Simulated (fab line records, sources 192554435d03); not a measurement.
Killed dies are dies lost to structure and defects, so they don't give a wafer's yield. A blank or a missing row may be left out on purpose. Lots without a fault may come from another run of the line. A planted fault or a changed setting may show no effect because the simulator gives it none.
Which tool did it? | flow n5_finfet | 14 lots, 42 wafers sampled, at 7 steps of a route of 1938

WHAT THE GAUGES READ, wafer by wafer
N5_MOL_CONTACT_COAG_THK_MEAS_53.
lot  | measured     | on            | VIA_MOL_THK (nm)
L787 | day 5 23:04  | film_metro-02 | 43.2 43.7 44.9
L788 | day 6 00:53  | film_metro-01 | 42.7 43.7 43.6
L790 | day 6 10:30  | film_metro-01 | 42.1 42.6 42.5
L791 | day 6 20:38  | film_metro-01 | 45.4 45.2 45.3
L792 | day 7 06:46  | film_metro-02 | 43.7 43.5 44.0
L793 | day 7 07:23  | film_metro-02 | 43.6 44.9 45.3
L794 | day 7 11:36  | film_metro-01 | 43.5 44.2 43.5
L800 | day 8 23:47  | film_metro-02 | 42.9 42.9 43.3
L799 | day 9 06:07  | film_metro-02 | 42.9 43.4 43.1
L801 | day 9 07:01  | film_metro-02 | 43.9 44.5 45.0
L802 | day 9 09:52  | film_metro-02 | 43.4 43.8 44.6
L806 | day 10 20:02 | film_metro-02 | 43.5 43.9 44.5
L807 | day 10 20:07 | film_metro-02 | 43.9 44.8 44.5
L808 | day 11 01:43 | film_metro-01 | 42.8 43.6 42.9

N5_BEOL_M0_SAQP_INSPECT_16: inspects for defects (brightfield).
lot  | measured     | on                | raw_defect_count
L787 | day 6 03:46  | defect_inspect-01 | 428 459 488
L788 | day 6 06:24  | defect_inspect-02 | 484 625 518
L790 | day 6 15:48  | defect_inspect-01 | 611 452 505
L791 | day 7 00:59  | defect_inspect-01 | 518 555 486
L792 | day 7 11:52  | defect_inspect-01 | 428 368 420
L793 | day 7 14:07  | defect_inspect-01 | 290 306 430
L794 | day 7 17:30  | defect_inspect-01 | 669 458 473
L800 | day 9 04:34  | defect_inspect-01 | 595 614 800
L799 | day 9 10:51  | defect_inspect-01 | 346 482 354
L801 | day 9 14:52  | defect_inspect-01 | 406 444 401
L802 | day 9 16:40  | defect_inspect-01 | 629 651 561
L806 | day 11 02:00 | defect_inspect-01 | 657 407 769
L807 | day 11 06:57 | defect_inspect-01 | 439 466 672
L808 | day 11 07:46 | defect_inspect-01 | 578 665 654

N5_BEOL_M0_SAQP_CD_MEAS_25: target cd 13.1 nm.
lot  | measured     | on        | cd_nm (nm)
L787 | day 6 05:24  | cd_sem-02 | 12.76 13.21 13.06
L788 | day 6 08:15  | cd_sem-02 | 12.78 12.91 12.49
L790 | day 6 18:02  | cd_sem-03 | 12.70 12.75 12.77
L791 | day 7 02:56  | cd_sem-01 | 12.90 12.62 12.51
L792 | day 7 14:14  | cd_sem-03 | 12.51 12.46 12.68
L793 | day 7 15:57  | cd_sem-01 | - - -
L794 | day 7 19:05  | cd_sem-03 | - - -
L800 | day 9 06:11  | cd_sem-01 | 12.86 12.94 13.22
L799 | day 9 12:31  | cd_sem-02 | 13.07 12.98 12.80
L801 | day 9 16:27  | cd_sem-03 | 12.67 12.82 12.74
L802 | day 9 18:58  | cd_sem-01 | 12.75 13.15 13.02
L806 | day 11 03:37 | cd_sem-01 | 12.73 12.92 13.09
L807 | day 11 08:35 | cd_sem-01 | 12.49 12.59 13.00
L808 | day 11 09:25 | cd_sem-01 | 13.07 12.99 12.89

N5_BEOL_M4_RC_MEAS_101.
lot  | measured     | on        | DIBL_N (mV/V)  | DIBL_P (mV/V)  | IOFF_N (nA/um) | IOFF_P (nA/um) | ION_N (uA/um) | ION_P (uA/um) | SS_N (mV/dec)  | SS_P (mV/dec)  | VT_N (mV)   | VT_P (mV)
L787 | day 8 05:27  | prober-02 | 37.2 35.7 38.3 | 37.2 36.2 38.0 | 0.15 0.14 0.17 | 0.21 0.21 0.24 | 653 671 683   | 451 465 471   | 72.2 71.2 72.2 | 73.9 73.9 73.5 | 252 247 249 | -254 -248 -252
L788 | day 8 08:48  | prober-02 | 37.4 36.6 35.1 | 36.5 35.8 33.8 | 0.15 0.14 0.12 | 0.24 0.22 0.19 | 659 675 660   | 462 468 459   | 71.5 71.6 71.0 | 73.7 72.6 72.4 | 254 251 260 | -248 -247 -251
L790 | day 8 23:53  | prober-01 | 35.6 34.0 37.5 | 35.5 33.0 38.0 | 0.15 0.11 0.18 | 0.20 0.17 0.24 | 684 660 686   | 469 462 470   | 71.3 70.4 71.9 | 73.0 72.5 73.6 | 249 253 245 | -251 -252 -247
L791 | day 9 03:50  | prober-02 | 35.9 35.9 36.2 | 36.8 37.5 36.7 | 0.18 0.19 0.20 | 0.22 0.24 0.24 | 673 684 679   | 455 461 458   | 71.8 72.5 72.3 | 72.9 73.3 73.2 | 247 244 246 | -251 -250 -250
L792 | day 9 14:52  | prober-02 | 36.4 35.3 37.1 | 33.6 33.9 35.6 | 0.15 0.13 0.15 | 0.16 0.17 0.19 | 659 662 655   | 444 460 451   | 72.3 71.5 72.4 | 72.5 72.7 73.2 | 252 254 253 | -255 -250 -251
L800 | day 11 07:52 | prober-02 | 37.6 35.9 37.7 | 36.5 35.0 35.6 | 0.17 0.15 0.17 | 0.23 0.20 0.21 | 677 673 662   | 465 459 452   | 71.9 71.4 72.7 | 72.9 73.3 73.9 | 248 249 248 | -250 -251 -250
L799 | day 12 02:59 | prober-01 | 35.8 38.3 36.5 | 36.1 39.4 37.3 | 0.14 0.19 0.16 | 0.21 0.27 0.23 | 670 676 676   | 464 463 465   | 71.4 71.7 71.3 | 72.9 73.5 73.4 | 253 249 251 | -250 -248 -247
L801 | day 12 15:04 | prober-01 | 38.5 33.3 37.5 | 39.1 33.7 38.1 | 0.21 0.12 0.19 | 0.25 0.16 0.24 | 695 678 675   | 472 468 473   | 71.6 70.8 71.2 | 73.3 72.7 73.4 | 244 251 247 | -249 -256 -252
L802 | day 12 15:14 | prober-02 | 33.8 36.3 40.6 | 32.9 36.2 42.1 | 0.11 0.16 0.27 | 0.17 0.23 0.35 | 653 667 686   | 454 462 471   | 71.0 71.6 72.9 | 71.8 72.4 74.0 | 254 247 239 | -251 -245 -246
L806 | day 13 23:58 | prober-02 | 38.8 39.8 38.0 | 39.4 39.9 37.9 | 0.23 0.24 0.19 | 0.33 0.33 0.29 | 705 710 676   | 492 487 473   | 72.3 71.7 71.3 | 74.1 73.6 73.4 | 243 243 247 | -241 -240 -245
L807 | day 14 01:58 | prober-02 | 36.0 36.1 35.2 | 37.2 37.1 37.1 | 0.16 0.16 0.15 | 0.20 0.21 0.21 | 664 664 675   | 458 455 465   | 71.9 71.8 71.7 | 73.5 73.3 73.1 | 247 251 250 | -250 -250 -249
L808 | day 13 20:07 | prober-01 | 35.2 35.2 35.2 | 34.2 34.8 34.8 | 0.14 0.14 0.14 | 0.21 0.22 0.22 | 664 677 667   | 461 471 464   | 71.9 72.0 71.6 | 72.5 72.5 72.4 | 250 251 250 | -246 -248 -246

WHICH TOOL RAN EACH LOT (tool, then ch and the chambers of the sampled wafers, then the start)
lot  | N5_BEOL_M0_SAQP_HM_DEP_111      | N5_BEOL_M0_SAQP_ETCH_83            | N5_BEOL_M0_SAQP_HM_OPEN_112
L787 | pecvd-04 ch 0,1, day 6 03:16    | rie_diel-02 ch 0,1,2, day 6 03:50  | rie_diel-02 ch 0,1,2, day 6 03:59
L788 | pecvd-01 ch 1,2, day 6 06:02    | rie_diel-01 ch 0,1, day 6 06:36    | rie_diel-01 ch 0,1, day 6 06:46
L790 | pecvd-04 ch 1,2, day 6 15:17    | rie_diel-06 ch 0,1, day 6 15:52    | rie_diel-06 ch 0,1, day 6 16:02
L791 | pecvd-01 ch 0,1,2, day 7 00:29  | rie_diel-02 ch 1,2,3, day 7 01:12  | rie_diel-02 ch 1,2,3, day 7 01:22
L792 | pecvd-04 ch 0,1,2, day 7 11:29  | rie_diel-01 ch 0,1,3, day 7 12:18  | rie_diel-01 ch 0,1,3, day 7 12:28
L793 | pecvd-02 ch 0,2, day 7 13:37    | rie_diel-02 ch 0,2, day 7 14:13    | rie_diel-02 ch 0,2, day 7 14:23
L794 | pecvd-02 ch 1,2, day 7 17:00    | rie_diel-01 ch 1,2, day 7 17:34    | rie_diel-01 ch 1,2, day 7 17:43
L800 | pecvd-04 ch 0,2, day 9 04:01    | rie_diel-02 ch 0,1,2, day 9 04:38  | rie_diel-02 ch 0,1,2, day 9 04:47
L799 | pecvd-02 ch 0,1,2, day 9 10:21  | rie_diel-02 ch 1,2,3, day 9 10:55  | rie_diel-02 ch 1,2,3, day 9 11:05
L801 | pecvd-01 ch 0,2, day 9 14:20    | rie_diel-01 ch 1,2,3, day 9 14:56  | rie_diel-01 ch 1,2,3, day 9 15:05
L802 | pecvd-02 ch 0,1,2, day 9 16:17  | rie_diel-01 ch 1,2, day 9 16:43    | rie_diel-01 ch 1,2, day 9 16:53
L806 | pecvd-01 ch 0,1,2, day 11 01:30 | rie_diel-06 ch 2,3, day 11 02:04   | rie_diel-06 ch 2,3, day 11 02:14
L807 | pecvd-02 ch 0,1, day 11 06:27   | rie_diel-06 ch 0,1, day 11 07:01   | rie_diel-06 ch 0,1, day 11 07:10
L808 | pecvd-04 ch 0,1,2, day 11 07:16 | rie_diel-06 ch 0,2,3, day 11 07:52 | rie_diel-06 ch 0,2,3, day 11 08:01
- N5_BEOL_M0_SAQP_HM_DEP_111: deposits SiO2 from SiH4/N2O, target thk 12 nm, time 7.2 s.
- N5_BEOL_M0_SAQP_ETCH_83: etches SiARC in CF4, target depth 39 nm, time 65 s.
- N5_BEOL_M0_SAQP_HM_OPEN_112: chemistry CHF3/O2, target SiO2, stops on a-Si, target depth 12 nm, time 13.5 s.

WHAT THE TOOLS THEMSELVES READ (means of the sampled wafers that have a number; where no wafer has one, the mark that the record gives instead)
N5_BEOL_M0_SAQP_HM_DEP_111.
lot  | tool     | chamber_pressure_Torr (Torr) | heater_power_outer_w (W) | heater_power_w (W) | showerhead_plenum_p_Torr (Torr)
L787 | pecvd-04 | 0.7483                       | 484                      | 799                | 8.20
L788 | pecvd-01 | 0.7493                       | 432                      | 725                | 8.17
L790 | pecvd-04 | 0.7512                       | 434                      | 737                | 8.02
L791 | pecvd-01 | 0.7493                       | 499                      | 808                | 8.16
L792 | pecvd-04 | 0.7497                       | 384                      | 638                | 8.05
L793 | pecvd-02 | -                            | -                        | -                  | -
L794 | pecvd-02 | -                            | -                        | -                  | -
L800 | pecvd-04 | 0.7496                       | 340                      | 551                | 7.88
L799 | pecvd-02 | 0.7500                       | 481                      | 763                | 8.22
L801 | pecvd-01 | 0.7514                       | 402                      | 723                | 8.15
L802 | pecvd-02 | 0.7501                       | 444                      | 731                | 8.23
L806 | pecvd-01 | 0.7492                       | 492                      | 812                | 8.14
L807 | pecvd-02 | 0.7496                       | 407                      | 665                | 8.23
L808 | pecvd-04 | 0.7512                       | 411                      | 678                | 8.05

N5_BEOL_M0_SAQP_ETCH_83.
lot  | tool        | chamber_pressure_mTorr (mTorr) | drypump_motor_current_A (A) | etch_rf_on_time_s (s) | oes_product_au (a.u.) | rf_vpp_V (V) | showerhead_plenum_p_Torr (Torr) | throttle_valve_pct (%)
L787 | rie_diel-02 | 39.99                          | 5.53                        | 65.2                  | 0.69                  | 184.3        | 2.14                            | 15.4
L788 | rie_diel-01 | 39.96                          | 5.42                        | 64.9                  | 0.64                  | 184.0        | 2.10                            | 15.6
L790 | rie_diel-06 | 40.02                          | 5.61                        | 64.9                  | 0.60                  | 184.1        | 2.13                            | 15.8
L791 | rie_diel-02 | 39.97                          | 5.60                        | 64.6                  | 0.71                  | 183.6        | 2.10                            | 15.4
L792 | rie_diel-01 | 40.03                          | 5.33                        | 65.7                  | 0.66                  | 184.0        | 2.14                            | 15.6
L793 | rie_diel-02 | 40.03                          | 5.36                        | 65.5                  | 0.63                  | 184.5        | 2.18                            | 15.5
L794 | rie_diel-01 | 40.01                          | 5.69                        | 65.9                  | 0.58                  | 184.3        | 2.20                            | 15.9
L800 | rie_diel-02 | 39.98                          | 5.54                        | 65.7                  | 0.66                  | 183.7        | 2.14                            | 15.5
L799 | rie_diel-02 | 39.96                          | 5.60                        | 64.3                  | 0.69                  | 183.2        | 2.09                            | 15.4
L801 | rie_diel-01 | 39.97                          | 5.46                        | 66.2                  | 0.70                  | 184.0        | 2.19                            | 15.7
L802 | rie_diel-01 | 40.00                          | 5.58                        | 65.0                  | 0.74                  | 184.9        | 2.19                            | 15.5
L806 | rie_diel-06 | 39.99                          | 5.74                        | 63.8                  | 0.69                  | 185.2        | 2.24                            | 15.4
L807 | rie_diel-06 | 40.00                          | 5.61                        | 65.2                  | 0.59                  | 184.5        | 2.12                            | 15.9
L808 | rie_diel-06 | 39.99                          | 5.71                        | 64.8                  | 0.64                  | 184.5        | 2.20                            | 15.6

N5_BEOL_M0_SAQP_HM_OPEN_112.
lot  | tool        | chamber_pressure_mTorr (mTorr) | drypump_motor_current_A (A) | oes_o_777_au (a.u.) | oes_product_au (a.u.) | rf_vpp_V (V) | showerhead_plenum_p_Torr (Torr) | throttle_valve_pct (%)
L787 | rie_diel-02 | 30.011                         | 5.55                        | 0.81                | 0.53                  | 536          | 2.42                            | 18.6
L788 | rie_diel-01 | 30.001                         | 5.44                        | 0.77                | 0.50                  | 510          | 2.37                            | 18.8
L790 | rie_diel-06 | 30.004                         | 5.62                        | 0.70                | 0.46                  | 521          | 2.39                            | 19.0
L791 | rie_diel-02 | 30.031                         | 5.62                        | 0.83                | 0.54                  | 531          | 2.36                            | 18.6
L792 | rie_diel-01 | 29.991                         | 5.37                        | 0.78                | 0.51                  | 516          | 2.41                            | 18.9
L793 | rie_diel-02 | 29.983                         | 5.37                        | 0.75                | 0.28                  | 538          | 2.46                            | 18.7
L794 | rie_diel-01 | 29.979                         | 5.67                        | 0.69                | 0.26                  | 531          | 2.48                            | 19.1
L800 | rie_diel-02 | 29.998                         | 5.53                        | 0.79                | 0.51                  | 537          | 2.41                            | 18.7
L799 | rie_diel-02 | 29.980                         | 5.61                        | 0.81                | 0.53                  | 531          | 2.35                            | 18.7
L801 | rie_diel-01 | 30.000                         | 5.48                        | 0.83                | 0.55                  | 526          | 2.47                            | 18.9
L802 | rie_diel-01 | 30.005                         | 5.59                        | 0.88                | 0.57                  | 526          | 2.47                            | 18.7
L806 | rie_diel-06 | 29.996                         | 5.74                        | 0.80                | 0.52                  | 521          | 2.53                            | 18.6
L807 | rie_diel-06 | 29.992                         | 5.64                        | 0.68                | 0.45                  | 520          | 2.38                            | 19.0
L808 | rie_diel-06 | 30.011                         | 5.70                        | 0.75                | 0.49                  | 515          | 2.48                            | 18.8

THE ANSWER, worked out from the rows above alone
Rule: what is usual is taken from the lots themselves. Put in order of their means at a reading, lots are off if they are a third of the lots or fewer, leave a main group of 4 or more, and stand apart from it by a gap of 3 or more times the standard deviation of the main group's means; of several such gaps the widest counts. A main group whose means are all the same, to the digits that the tables above print for the reading, isn't used. A lot without any number at a reading at which 4 lots or more have one is off too. The other lots that the step has rows for count as sound. The gauges are gone through in route order, then the tools' own readings, and for those a lot's mean is taken as printed above. The first step at which some lot is off is used, and at that step the reading that is off furthest; a lot without a number counts as furthest.
Off: L793, L794, at N5_BEOL_M0_SAQP_CD_MEAS_25 (cd_nm). Without a number there: L793, L794. The main group: mean 12.83 nm, standard deviation 0.15.
A tool fits if, at a process step before that reading, it ran every lot that is off, and no sound lot after the first of them. The gauges at N5_BEOL_M0_SAQP_CD_MEAS_25 aren't tried: what is off there is off at N5_BEOL_M0_SAQP_HM_DEP_111 too, on other tools, and a gauge's error can't cause that. None of those tried fits.

WHAT THE SIMULATOR HAD PUT IN
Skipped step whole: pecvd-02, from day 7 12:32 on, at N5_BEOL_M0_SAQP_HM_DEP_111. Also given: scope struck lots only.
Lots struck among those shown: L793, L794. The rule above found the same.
